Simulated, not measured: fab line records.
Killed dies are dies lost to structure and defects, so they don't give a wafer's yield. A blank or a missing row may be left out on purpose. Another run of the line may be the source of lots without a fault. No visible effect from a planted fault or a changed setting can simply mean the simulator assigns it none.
Chamber matching    flow nandHarc    NHARC_A_STAIRCASE_ETCH_169 on rieDiel-01: 4 sister chambers
The step etches the open film in CH3F/O2, target depth 50 nm, time 107.1 s. 14 wafers are shown with their chamber, then 7 later ones without.

## EACH WAFER AND ITS CHAMBER
wafer   chamber  showerheadPlenumPTorr (Torr)  drypumpMotorCurrentA (A)  rfVppV (V)
L076.4  2        2.44                          5.9                       244.3
L076.5  3        2.34                          5.8                       242.3
L076.6  2        2.44                          5.9                       244.0
L079.1  3        2.33                          5.8                       243.1
L079.2  2        2.44                          5.9                       244.1
L079.4  1        2.56                          5.5                       246.1
L080.3  2        2.44                          5.9                       243.3
L080.5  0        2.49                          5.7                       244.2
L080.6  3        2.33                          5.7                       243.1
L081.1  3        2.33                          5.8                       244.7
L081.4  2        2.44                          5.9                       244.2
L081.6  0        2.49                          5.7                       244.7
L083.1  1        2.55                          5.6                       246.0
L083.4  0        2.49                          5.7                       245.0

SIGNATURES (means of the wafers above)
reading                chamber 0  chamber 1  chamber 2  chamber 3  scatter within a chamber
showerheadPlenumPTorr  2.4900     2.5550     2.4400     2.3325     0.00354
drypumpMotorCurrentA   5.700      5.550      5.900      5.775      0.0354
rfVppV                 244.633    246.050    243.980    243.300    0.632
Rule: for a wafer and a chamber, the distance is found by dividing, reading by reading, the gap between the wafer's reading and the chamber's mean by the reading's scatter, squaring, summing and taking the root. The wafer belongs to the nearest chamber; if the next one is less than 2 further off, it can't be placed. How the scatter is found: for the shown wafers, subtract from each reading the mean of its chamber, square and add these, divide the total by (wafers less chambers), then take the root.

## WAFERS WITH NO CHAMBER GIVEN
wafer   showerheadPlenumPTorr (Torr)  drypumpMotorCurrentA (A)  rfVppV (V)
L083.5  2.43                          5.9                       245.1
L082.1  2.43                          5.9                       244.2
L082.2  2.49                          5.7                       245.5
L082.5  2.49                          5.7                       245.4
L096.2  2.54                          5.6                       245.6
L096.5  2.42                          5.9                       244.8
L096.6  2.54                          5.6                       245.0

## THE CHAMBER EACH PASSED THROUGH
wafer   from the rows above  in truth
L083.5  2                    2
L082.1  2                    2
L082.2  0                    0
L082.5  0                    0
L096.2  1                    1
L096.5  2                    2
L096.6  1                    1
Correctly placed: 7 of 7. From these rows, 0 cannot be placed. Wrongly placed: 0.
